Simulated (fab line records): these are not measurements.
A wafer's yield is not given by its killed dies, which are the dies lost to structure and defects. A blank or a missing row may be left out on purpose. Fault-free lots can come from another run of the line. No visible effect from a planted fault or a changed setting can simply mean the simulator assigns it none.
fab line records | flow nand-harc | part 1 of 2: steps 1 to 26 of 36
[record] lots = 5 wafers = 15 last-day = 24
route steps=1159 shown P_BONDPAD@368 A_START@389 A_ZERO_WELL@390
lots untouched by any fault: they come from a run of this same line in which no faults occurred
start-h: hours from the record's first day to the start of the lot's first wafer shown | wait-h: hours elapsed since this lot's preceding step | " repeats the value in the row above | L1.1+2: several wafers, shown together as one row | - no value, or no start was given | * or withheld: withheld | < > ~ a bound
route shown NAME@n: a module of which the file shows steps, and the number in the route of the first | usual: mean and standard deviation over wafers with no fault | same: alike in all rows | chamber/n: place in a boat | sites: readings site by site | _std_site: standard deviation across them | _edge_site: the outer-site mean with the inner-site mean subtracted | radius-mm: how far each site lies from the wafer's centre | mask NAME#n: copy n | behind: the most recent tool/chamber to have shaped the wafer | hold: the reason the lot was held/the length of the hold in hours/how it ended | device: the transistor (n, p or np) that didn't switch | end of line: at the end of the route, the tests of the same wafers | step lacking rows: just its recipe | killed: dies that structure and defects cost at the first sort, which is not the same as the wafer's yield | map: the dies of a wafer, with x for killed, . for not killed, _ for no die there
set.NAME: the setting as run; set.NAME@STEP: as run at that earlier step | model.NAME: the simulator's own value behind a step, which no gauge read
lots seen at some steps along the route; tables by step, rows by wafer
services: from which hour (start-h, from the record's first day; less than 0 if before it) a tool's chamber was out of use, for how many hours, and why
[[steps]]
[step NHARC_P_BONDPAD_ETCH_37]
[recipe] target-depth-a = 600 overetch-a = 180 time-s = 65.91 ion-energy-ev = 200 n2-flow-sccm = 150 h2-flow-sccm = 150 ar-flow-sccm = 0 rf-w = 400 bias-w = 150 chemistry = N2/H2
[usual] drypump-motor-current-A = 5.5/0.34 h2-flow-sccm = 150.0/0.45 oes-product-au = 1.000/0.0087 rf-vpp-V = 429.3/2.4 showerhead-plenum-p-Torr = 1.99/0.08 throttle-valve-pct = 14.172/0.011
[same] time-s = 65.91
// columns lot.wafer tool chamber start-h wait-h drypump-motor-current-A h2-flow-sccm oes-product-au rf-hours-counter-h rf-vpp-V showerhead-plenum-p-Torr throttle-valve-pct
L075.4 rie-diel-10 1 137.82 0.1 5.1 150.4 1.008 12 428.4 1.93 14.171
L075.5 " 1 " " 5.1 149.6 0.997 - 427.5 1.93 14.181
L075.6 " 2 " " 5.2 150.4 0.996 - 431.6 2.10 14.182
L076.2 rie-diel-10 2 146.47 0.1 5.2 149.8 1.002 12 432.6 2.10 14.163
L076.3 " 3 " " 5.7 149.7 1.025 12 427.9 1.92 14.187
L076.5 " 2 " " 5.2 149.2 1.000 - 430.3 2.10 14.187
L088.3 rie-diel-10 2 216.41 0.1 5.2 150.3 0.987 3 432.4 2.09 14.168
L088.5 " 3 " " 5.7 149.6 0.993 - 425.5 1.92 14.173
L088.6 " 0 " " 5.8 150.5 1.004 - 430.5 2.04 14.162
L090.3 rie-diel-13 0 231.08 0.1 5.6 150.3 1.016 45 430.0 2.05 14.166
L090.4 " 1 " " 5.8 150.6 0.995 42 426.6 1.90 14.176
L090.1 " 2 " " 5.3 150.3 1.002 48 434.0 2.12 14.167
L092.3 rie-diel-10 3 237.73 0.1 5.7 150.2 1.001 5 426.6 1.92 14.164
L092.1 " 0 " " 5.8 149.7 1.013 5 430.8 2.04 14.179
L092.4 " 2 " " 5.2 149.9 0.988 6 431.5 2.09 14.155
[step NHARC_P_BONDPAD_ETCH_12]
[recipe] target-depth-a = 2000 time-s = 100 chf3-flow-sccm = 50 o2-flow-sccm = 10 ar-flow-sccm = 200 rf-w = 500 bias-w = 200 chemistry = CHF3/O2
[usual] drypump-motor-current-A = 5.5/0.34 oes-product-au = 0.936/0.02 rf-vpp-V = 369.6/1.9 showerhead-plenum-p-Torr = 2.36/0.088 throttle-valve-pct = 20.573/0.0091
[same] time-s = 100
// columns lot.wafer tool chamber start-h wait-h drypump-motor-current-A oes-product-au rf-hours-counter-h rf-vpp-V showerhead-plenum-p-Torr throttle-valve-pct
L075.4 rie-diel-10 1 - - 5.1 0.917 12 367.8 2.29 20.574
L075.5 " 3 " " 5.7 0.923 - 368.3 2.27 20.575
L075.6 " 0 " " 5.8 0.936 - 370.7 2.40 20.566
L076.2 rie-diel-10 1 - - 5.1 0.920 12 368.4 2.29 20.566
L076.3 " 2 " " 5.2 0.915 12 371.6 2.46 20.577
L076.5 " 0 " " 5.7 0.929 - 370.3 2.40 20.580
L088.3 rie-diel-10 1 - - 5.1 0.930 3 368.7 2.28 20.573
L088.6 " 1 " " 5.1 0.927 - 365.8 2.28 20.576
L088.5 " 2 " " 5.2 0.914 - 371.1 2.46 20.578
L090.1 rie-diel-13 3 - - 6.1 0.915 47 367.5 2.24 20.549
L090.4 " 0 " " 5.6 0.936 45 370.7 2.41 20.573
L090.3 " 2 " " 5.3 0.931 48 371.2 2.49 20.579
L092.1 rie-diel-10 0 - - 5.7 0.918 5 369.6 2.40 20.562
L092.4 " 1 " " 5.1 0.920 5 367.1 2.28 20.589
L092.3 " 2 " " 5.2 0.916 6 372.9 2.46 20.570
[step NHARC_P_BONDPAD_CD_MEAS_13]
[usual] cd-nm = 499.2/2.4
// columns lot.wafer tool chamber start-h wait-h cd-nm
L075.4 cd-sem-03 - 138.06 - 498.3
L075.5 " - " " 499.0
L075.6 " - " " 501.4
L076.2 cd-sem-01 - 146.71 - 501.8
L076.3 " - " " 503.1
L076.5 " - " " 500.7
L088.3 cd-sem-01 - 216.62 - 499.7
L088.5 " - " " 499.2
L088.6 " - " " 501.6
L090.1 cd-sem-03 - 231.31 - 498.1
L090.3 " - " " 497.6
L090.4 " - " " 499.4
L092.1 cd-sem-02 - 237.97 - 494.9
L092.3 " - " " 498.2
L092.4 " - " " 497.1
[step NHARC_P_BONDPAD_STRIP_15]
[recipe] o2-flow-sccm = 500 ar-flow-sccm = 0 bias-w = 0 chemistry = O2
[usual] drypump-motor-current-A = 5.5/0.34 oes-product-au = 1.000/0.0099 rf-vpp-V = 57.7/0.98 showerhead-plenum-p-Torr = 3.47/0.13 throttle-valve-pct = 17.037/0.0086
// columns lot.wafer tool chamber start-h wait-h drypump-motor-current-A oes-product-au rf-hours-counter-h rf-vpp-V showerhead-plenum-p-Torr throttle-valve-pct
L075.4 rie-diel-10 1 138.17 0.1 5.1 0.986 12 56.6 3.36 17.035
L075.5 " 3 " " 5.7 1.003 - 57.5 3.34 17.033
L075.6 " 0 " " 5.8 1.018 - 58.2 3.53 17.026
L076.3 rie-diel-10 0 146.81 0.1 5.8 1.011 12 58.1 3.53 17.037
L076.2 " 1 " " 5.1 1.001 12 58.2 3.36 17.021
L076.5 " 2 " " 5.3 1.007 - 58.8 3.62 17.048
L088.3 rie-diel-10 1 216.72 0.1 5.1 0.999 4 56.0 3.36 17.039
L088.5 " 3 " " 5.7 0.998 - 57.8 3.34 17.050
L088.6 " 0 " " 5.8 0.986 - 56.1 3.52 17.039
L090.1 rie-diel-10 1 231.38 0.1 5.1 1.011 5 58.2 3.36 17.038
L090.4 " 2 " " 5.2 0.997 5 56.7 3.61 17.045
L090.3 " 0 " " 5.8 1.001 5 57.1 3.52 17.026
L092.3 rie-diel-10 1 238.04 0.1 5.1 0.997 5 56.9 3.36 17.034
L092.4 " 2 " " 5.2 0.981 6 56.5 3.61 17.029
L092.1 " 0 " " 5.8 0.996 5 59.2 3.52 17.041
[step NHARC_P_BONDPAD_ETCH_24]
[recipe] target-depth-a = 300 over-etch-frac = 0.3 time-s = 72.99 ion-energy-ev = 150 cf4-flow-sccm = 50 n2-flow-sccm = 100 ar-flow-sccm = 150 rf-w = 300 bias-w = 100 chemistry = CF4/N2
[usual] drypump-motor-current-A = 5.5/0.35 oes-product-au = 1.000/0.009 rf-vpp-V = 313.4/1.9 showerhead-plenum-p-Torr = 2.58/0.097 throttle-valve-pct = 19.794/0.0085
[same] over-etch-frac = 0.3 time-s = 72.99
// columns lot.wafer tool chamber start-h wait-h drypump-motor-current-A oes-product-au rf-hours-counter-h rf-vpp-V showerhead-plenum-p-Torr throttle-valve-pct
L075.4 rie-diel-10 0 - - 5.8 1.010 11 314.4 2.62 19.788
L075.6 " 1 " " 5.1 0.987 - 310.1 2.50 19.782
L075.5 " 2 " " 5.2 0.997 - 316.6 2.69 19.806
L076.2 rie-diel-10 3 - - 5.8 1.008 12 311.7 2.48 19.796
L076.3 " 1 " " 5.1 0.996 12 312.7 2.50 19.791
L076.5 " 3 " " 5.7 1.006 - 312.1 2.48 19.813
L088.3 rie-diel-10 2 - - 5.2 0.992 4 315.6 2.69 19.801
L088.6 " 2 " " 5.2 0.987 - 316.1 2.69 19.802
L088.5 " 3 " " 5.7 1.002 - 311.2 2.48 19.797
L090.4 rie-diel-10 1 - - 5.1 1.011 5 312.2 2.50 19.799
L090.3 " 2 " " 5.2 0.995 5 313.4 2.69 19.789
L090.1 " 3 " " 5.7 0.998 4 311.7 2.48 19.790
L092.1 rie-diel-10 2 - - 5.2 0.998 6 314.7 2.69 19.794
L092.3 " 3 " " 5.7 1.006 5 312.2 2.48 19.801
L092.4 " 0 " " 5.8 1.004 5 314.6 2.62 19.797
[step NHARC_P_BONDPAD_STRIP_16]
[recipe] time-s = 600 temp-c = 30 chemistry = post-etch-residue-remover
[same] time-s = 600
// columns lot.wafer tool chamber start-h wait-h
L075.5+6+4 wet-bench-10 7,1,3 138.46 -
L076.5+3+2 wet-bench-08 5,6,7 147.07 -
L088.3+6+5 wet-bench-08 1,2,3 216.97 -
L090.1+4+3 wet-bench-10 1,5,6 231.66 -
L092.1+4+3 wet-bench-10 3,4,5 238.35 -
[step NHARC_P_BONDPAD_DEGAS_25]
[recipe] temp-c = 300 time-s = 60
[usual] heater-power-w = 456/32
[same] time-s = 60
// columns lot.wafer tool chamber start-h wait-h heater-power-w
L075.4 pvd-sputter-03 - 138.74 - 511
L075.6 " - " " 484
L075.5 " - " " 484
L076.3 pvd-sputter-01 - 147.34 - 469
L076.2 " - " " 438
L076.5 " - " " 452
L088.3 pvd-sputter-03 - 217.25 - 448
L088.5 " - " " 455
L088.6 " - " " 502
L090.1 pvd-sputter-03 - 231.95 - 514
L090.4 " - " " 445
L090.3 " - " " 482
L092.4 pvd-sputter-01 - 238.59 - 440
L092.3 " - " " 486
L092.1 " - " " 437
[step NHARC_P_BONDPAD_PRE_CLEAN_26]
[recipe] time-s = 30 temp-c = 280 gas = H2/He
[usual] heater-power-w = 402/26
[same] time-s = 30
// columns lot.wafer tool chamber start-h wait-h heater-power-w
L075.4 pvd-sputter-03 - - - 443
L075.5 " - " " 415
L075.6 " - " " 410
L076.3 pvd-sputter-01 - - - 407
L076.2 " - " " 387
L076.5 " - " " 396
L088.3 pvd-sputter-03 - - - 414
L088.5 " - " " 421
L088.6 " - " " 402
L090.1 pvd-sputter-03 - - - 422
L090.3 " - " " 392
L090.4 " - " " 427
L092.4 pvd-sputter-01 - - - 388
L092.1 " - " " 395
L092.3 " - " " 385
[step NHARC_P_BONDPAD_PVD_17]
[recipe] target-thk-a = 50 bias-v = 168.6 power-w = 15000 chamber-pressure-pa = 0.12 time-s = 8.06 substrate-temp-c = 50 material = TaN
[usual] throttle-valve-pct = 30.3/1
[same] time-s = 8.06
// columns lot.wafer tool chamber start-h wait-h throttle-valve-pct
L075.4 pvd-sputter-03 - - - 31.6
L075.5 " - " " 31.2
L075.6 " - " " 28.9
L076.3 pvd-sputter-01 - - - 31.7
L076.2 " - " " 30.0
L076.5 " - " " 31.4
L088.3 pvd-sputter-03 - - - 28.9
L088.5 " - " " 29.6
L088.6 " - " " 31.5
L090.4 pvd-sputter-03 - - - 31.8
L090.3 " - " " 31.3
L090.1 " - " " 29.7
L092.4 pvd-sputter-01 - - - 29.5
L092.3 " - " " 30.9
L092.1 " - " " 32.1
[step NHARC_P_BONDPAD_PVD_27]
[recipe] target-thk-a = 300 chamber-pressure-pa = 5 power-w = 5000 substrate-temp-c = 30 time-s = 20.49 material = Cu
[usual] throttle-valve-pct = 30.3/1.1
[same] time-s = 20.49
// columns lot.wafer tool chamber start-h wait-h throttle-valve-pct
L075.4 pvd-sputter-03 - - - 31.8
L075.6 " - " " 28.9
L075.5 " - " " 29.7
L076.3 pvd-sputter-01 - - - 31.7
L076.2 " - " " 30.2
L076.5 " - " " 31.1
L088.3 pvd-sputter-03 - - - 29.0
L088.6 " - " " 29.6
L088.5 " - " " 31.5
L090.4 pvd-sputter-03 - - - 29.2
L090.3 " - " " 31.6
L090.1 " - " " 31.3
L092.1 pvd-sputter-01 - - - 31.2
L092.3 " - " " 32.2
L092.4 " - " " 29.0
[step NHARC_P_BONDPAD_ECD_18]
[recipe] target-thk-a = 4000 bath-temp-c = 25 material = Cu
[usual] bath-temp-c = 25.02/0.11
// columns lot.wafer tool chamber start-h wait-h bath-temp-c
L075.4 ecd-cu-01 1 139.24 - 25.05
L075.5 " 0 " " 25.06
L075.6 " 1 " " 24.96
L076.2 ecd-cu-02 0 147.75 - 25.10
L076.3 " 1 " " 25.03
L076.5 " 0 " " 25.03
L088.3 ecd-cu-02 0 217.89 - 25.13
L088.5 " 1 " " 24.86
L088.6 " 0 " " 25.04
L090.1 ecd-cu-01 0 232.36 - 25.04
L090.4 " 1 " " 25.04
L090.3 " 0 " " 24.98
L092.1 ecd-cu-01 1 239.01 - 24.92
L092.3 " 0 " " 25.05
L092.4 " 1 " " 25.17
[step NHARC_P_BONDPAD_ANNEAL_28]
[recipe] temp-c = 225 time-s = 90
[usual] wafer_temp_C_max = 226.3/0.34
[same] time-s = 90
// columns lot.wafer tool chamber start-h wait-h wafer_temp_C_max
L075.4 rtp-anneal-02 0 139.72 0.4 226.3
L075.5 " 0 " " 226.2
L075.6 " 0 " " 226.5
L076.2 rtp-anneal-01 0 148.12 - 225.9
L076.3 " 0 " " 226.2
L076.5 " 0 " " 225.7
L088.3 rtp-anneal-01 0 218.33 - 226.8
L088.5 " 0 " " 226.2
L088.6 " 0 " " 226.1
L090.1 rtp-anneal-02 0 232.68 0.3 226.7
L090.3 " 0 " " 227.2
L090.4 " 0 " " 226.9
L092.1 rtp-anneal-01 0 239.33 0.3 225.9
L092.3 " 0 " " 226.0
L092.4 " 0 " " 225.8
[step NHARC_P_BONDPAD_CMP_19]
[recipe] t-overpolish-s = 30 cu-recess-touch-s = 16 target-thk-nm = 160.81
[usual] motor-current-A = 11.8/1.3 overpolish-run-s = 30.001/0.0089 slurry-filter-dp-kPa = 13.52/0.13
// columns lot.wafer tool chamber start-h wait-h motor-current-A overpolish-run-s slurry-filter-dp-kPa
L075.4 cmp-02 0 140.00 - 12.5 30.013 13.57
L075.6 " 1 " " 11.8 30.008 13.66
L075.5 " 2 " " 11.0 29.998 13.53
L076.2 cmp-02 1 148.41 - 11.3 29.996 13.61
L076.3 " 0 " " 11.8 30.011 13.67
L076.5 " 1 " " 11.5 30.005 13.51
L088.3 cmp-03 3 218.66 - 11.0 30.000 13.34
L088.5 " 0 " " 9.2 30.001 13.38
L088.6 " 1 " " 12.5 29.991 13.55
L090.3 cmp-03 3 233.03 - 12.0 30.020 13.52
L090.4 " 0 " " 9.3 29.991 13.61
L090.1 " 2 " " 12.9 30.005 13.64
L092.1 cmp-03 2 239.68 - 11.9 29.991 13.71
L092.4 " 3 " " 11.6 29.995 13.65
L092.3 " 1 " " 11.7 30.001 13.51
[step NHARC_P_BONDPAD_THK_MEAS_20]
[recipe] thk-meas-gauge = xrf
[usual] thk-nm = 161.0/1.3
// columns lot.wafer tool chamber start-h wait-h thk-nm
L075.4 film-metro-02 - 140.24 - 161.0
L075.5 " - " " 159.6
L075.6 " - " " 162.3
L076.2 film-metro-01 - 148.74 - 162.0
L076.3 " - " " 160.0
L076.5 " - " " 161.1
L088.3 film-metro-01 - 218.89 - 164.3
L088.5 " - " " 163.6
L088.6 " - " " 162.1
L090.1 film-metro-01 - 233.35 - 159.2
L090.3 " - " " 161.3
L090.4 " - " " 162.1
L092.1 film-metro-01 - 240.00 - 159.0
L092.3 " - " " 159.2
L092.4 " - " " 160.0
[step NHARC_P_BONDPAD_SRD_21]
[recipe] time-s = 30 temp-c = 23 dry-time-s = 20 spin-rpm = 1500
[same] time-s = 30
// columns lot.wafer tool chamber start-h wait-h
L075.5+6+4 wet-bench-10 2,3,5 140.28 0.0
L076.3+2+5 wet-bench-08 6,7,2 148.78 0.0
L088.6+5+3 wet-bench-08 2,5,6 218.94 0.0
L090.1+3+4 wet-bench-10 6,7,3 233.39 0.0
L092.4+1+3 wet-bench-08 4,6,1 240.04 0.0
[step NHARC_P_BONDPAD_INSPECT_23]
[usual] raw-defect-count = 331/100
// columns lot.wafer tool chamber start-h wait-h raw-defect-count
L075.4 defect-inspect-01 - 140.47 0.0 426
L075.5 " - " " 300
L075.6 " - " " 401
L076.2 defect-inspect-01 - 148.97 0.0 367
L076.3 " - " " 149
L076.5 " - " " 267
L088.3 defect-inspect-02 - 219.10 0.0 175
L088.5 " - " " 332
L088.6 " - " " 328
L090.1 defect-inspect-01 - 233.55 0.0 261
L090.3 " - " " 310
L090.4 " - " " 336
L092.1 defect-inspect-01 - 240.20 0.0 611
L092.3 " - " " 415
L092.4 " - " " 401
[step NHARC_P_BONDPAD_ACTIVATE_29]
[recipe] time-s = 60 n2-flow-sccm = 200 ar-flow-sccm = 0 bias-power-w = 0 chemistry = N2
[usual] drypump-motor-current-A = 5.6/0.35 oes-product-au = 0.999/0.0092 rf-vpp-V = 63.8/0.95 showerhead-plenum-p-Torr = 1.73/0.074
[same] time-s = 60
// columns lot.wafer tool chamber start-h wait-h drypump-motor-current-A oes-product-au rf-hours-counter-h rf-vpp-V showerhead-plenum-p-Torr
L075.4 rie-diel-10 1 140.55 0.1 5.1 1.002 12 62.4 1.68
L075.5 " 3 " " 5.7 1.005 - 65.5 1.67
L075.6 " 0 " " 5.8 1.014 - 65.5 1.77
L076.3 rie-diel-10 1 149.03 0.1 5.1 0.999 12 64.4 1.68
L076.2 " 2 " " 5.2 0.989 12 65.2 1.81
L076.5 " 2 " " 5.2 0.995 - 63.5 1.81
L088.3 rie-diel-10 2 219.18 0.1 5.2 0.995 4 66.2 1.81
L088.5 " 0 " " 5.8 1.013 - 64.1 1.76
L088.6 " 1 " " 5.1 1.001 - 63.5 1.67
L090.3 rie-diel-10 3 233.62 0.1 5.8 0.993 4 62.7 1.66
L090.4 " 0 " " 5.7 1.011 5 64.2 1.76
L090.1 " 2 " " 5.2 0.993 5 62.4 1.81
L092.3 rie-diel-02 3 240.27 0.1 6.3 1.005 30 61.2 1.63
L092.4 " 0 " " 5.6 0.996 33 65.1 1.82
L092.1 " 1 " " 6.1 0.983 32 63.1 1.78
[step NHARC_P_BONDPAD_PRECLEAN_30]
[recipe] time-s = 300 temp-c = 23 chemistry = DIW
[same] time-s = 300
// columns lot.wafer tool chamber start-h wait-h
L075.6+4+5 wet-bench-10 6,7,2 140.70 0.1
L076.3+5+2 wet-bench-08 1,2,3 149.19 0.1
L088.3+6+5 wet-bench-08 3,4,5 219.34 0.1
L090.4+3+1 wet-bench-10 2,3,5 233.81 0.2
L092.3+1+4 wet-bench-10 1,2,4 240.42 0.1
[step NHARC_P_BONDPAD_SRD_31]
[recipe] time-s = 30 temp-c = 23 dry-time-s = 20 spin-rpm = 1500
[same] time-s = 30
// columns lot.wafer tool chamber start-h wait-h
L075.6+4+5 wet-bench-10 6,7,2 - -
L076.3+5+2 wet-bench-08 1,2,3 - -
L088.3+6+5 wet-bench-08 3,4,5 - -
L090.4+3+1 wet-bench-10 2,3,5 - -
L092.3+1+4 wet-bench-10 1,2,4 - -
[step NHARC_A_START_INSPECT_01]
[usual] raw-defect-count = 4.0/1.9
// columns lot.wafer tool chamber start-h wait-h raw-defect-count
L075.4 defect-inspect-02 - 140.94 - 3
L075.5 " - " " 5
L075.6 " - " " 5
L076.2 defect-inspect-01 - 149.44 - 6
L076.3 " - " " 3
L076.5 " - " " 5
L088.3 defect-inspect-01 - 219.57 - 1
L088.5 " - " " 3
L088.6 " - " " 4
L090.1 defect-inspect-02 - 234.03 - 1
L090.3 " - " " 4
L090.4 " - " " 6
L092.1 defect-inspect-01 - 240.67 - 3
L092.3 " - " " 1
L092.4 " - " " 3
[step NHARC_A_ZERO_WELL_PRECLEAN_00]
[recipe] time-s = 600 temp-c = 120 chemistry = SPM
[same] time-s = 600
// columns lot.wafer tool chamber start-h wait-h
L075.6+4+5 wet-bench-03 5,0,1 141.02 0.1
L076.2+3+5 wet-bench-06 7,0,1 149.54 0.1
L088.5+3+6 wet-bench-09 0,2,5 219.65 0.1
L090.4+3+1 wet-bench-03 2,3,5 234.13 0.1
L092.4+1+3 wet-bench-03 5,6,1 240.76 0.1
[step NHARC_A_ZERO_WELL_SRD_01]
// columns lot.wafer tool chamber start-h wait-h
L075.6+4+5 wet-bench-03 5,0,1 - -
L076.2+3+5 wet-bench-06 7,0,1 - -
L088.5+3+6 wet-bench-09 0,2,5 - -
L090.4+3+1 wet-bench-03 2,3,5 - -
L092.4+1+3 wet-bench-03 5,6,1 - -
[step NHARC_A_ZERO_WELL_DEHYDRATE_02]
[recipe] temp-c = 150 time-s = 120
[same] time-s = 120
// columns lot.wafer tool chamber start-h wait-h
L075.4+5+6 litho-track-07 0 141.35 -
L076.2+3+5 litho-track-05 0 149.85 -
L088.3+5+6 litho-track-07 0 219.96 -
L090.1+3+4 litho-track-05 0 234.43 -
L092.1+3+4 litho-track-07 0 241.07 -
[step NHARC_A_ZERO_WELL_HMDS_03]
[recipe] time-s = 30
[same] time-s = 30
// columns lot.wafer tool chamber start-h wait-h
L075.4+5+6 litho-track-07 0 - -
L076.2+3+5 litho-track-05 0 - -
L088.3+5+6 litho-track-07 0 - -
L090.1+3+4 litho-track-05 0 - -
L092.1+3+4 litho-track-07 0 - -
[step NHARC_A_ZERO_WELL_COAT_18]
[recipe] temp-c = 200 time-s = 65
[same] time-s = 65
// columns lot.wafer tool chamber start-h wait-h
L075.4+5+6 litho-track-07 0 - -
L076.2+3+5 litho-track-05 0 - -
L088.3+5+6 litho-track-07 0 - -
L090.1+3+4 litho-track-05 0 - -
L092.1+3+4 litho-track-07 0 - -
[step NHARC_A_ZERO_WELL_COAT_04]
[recipe] spin-rpm = 2000 resist-thk-nm = 600
// columns lot.wafer tool chamber start-h wait-h
L075.4+5+6 litho-track-07 0 - -
L076.2+3+5 litho-track-05 0 - -
L088.3+5+6 litho-track-07 0 - -
L090.1+3+4 litho-track-05 0 - -
L092.1+3+4 litho-track-07 0 - -
